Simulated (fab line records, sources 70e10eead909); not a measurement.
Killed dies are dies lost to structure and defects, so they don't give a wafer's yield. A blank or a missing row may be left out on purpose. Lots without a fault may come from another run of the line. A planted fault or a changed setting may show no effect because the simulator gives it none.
Chamber matching | flow nand_harc | NHARC_A_STAIRCASE_ALD_415 on ald_hk-04: 4 sister chambers
The step deposits SiO2, target thk 30 nm, pulse time 6 s, ald cycles 300. 8 wafers are shown with their chamber, then 9 later ones without.

WAFERS WITH THEIR CHAMBER
wafer  | chamber | heater_power_w (W) | heater_power_outer_w (W)
L081.1 | 1       | 436                | 228
L081.3 | 0       | 503                | 279
L081.6 | 3       | 448                | 270
L082.1 | 1       | 415                | 238
L082.5 | 2       | 454                | 255
L085.3 | 2       | 454                | 246
L085.5 | 0       | 496                | 274
L085.6 | 3       | 455                | 268

WAFERS WITHOUT THEIR CHAMBER
wafer  | heater_power_w (W) | heater_power_outer_w (W)
L089.1 | 420                | 235
L089.3 | 510                | 279
L089.4 | 454                | 251
L093.2 | 420                | 233
L093.3 | 519                | 277
L093.5 | 446                | 257
L096.1 | 462                | 269
L096.3 | 508                | 284
L096.4 | 459                | 251

WHICH CHAMBER EACH WENT THROUGH
wafer  | from the rows above     | in truth
L089.1 | 1                       | 1
L089.3 | 0                       | 0
L089.4 | 2                       | 2
L093.2 | 1                       | 1
L093.3 | 0                       | 0
L093.5 | can't be placed: 2 or 3 | 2
L096.1 | 3                       | 3
L096.3 | 0                       | 0
L096.4 | 2                       | 2
Placed correctly: 8 of 9. Can't be placed from these rows: 1 (the true chamber is among the candidates in 1). Placed wrongly: 0.
How it was worked out, from the rows above alone: a wafer's distance from a chamber is the root of the sum, over the readings, of the square of ((its reading less the chamber's mean) divided by the reading's scatter). The wafer belongs to the nearest chamber; if the next one is less than 2 further off, it can't be placed. A chamber's mean is the mean of its shown wafers. The scatter: the root of (the sum of the squares of (reading less its chamber's mean) over the shown wafers, divided by (wafers less chambers)).
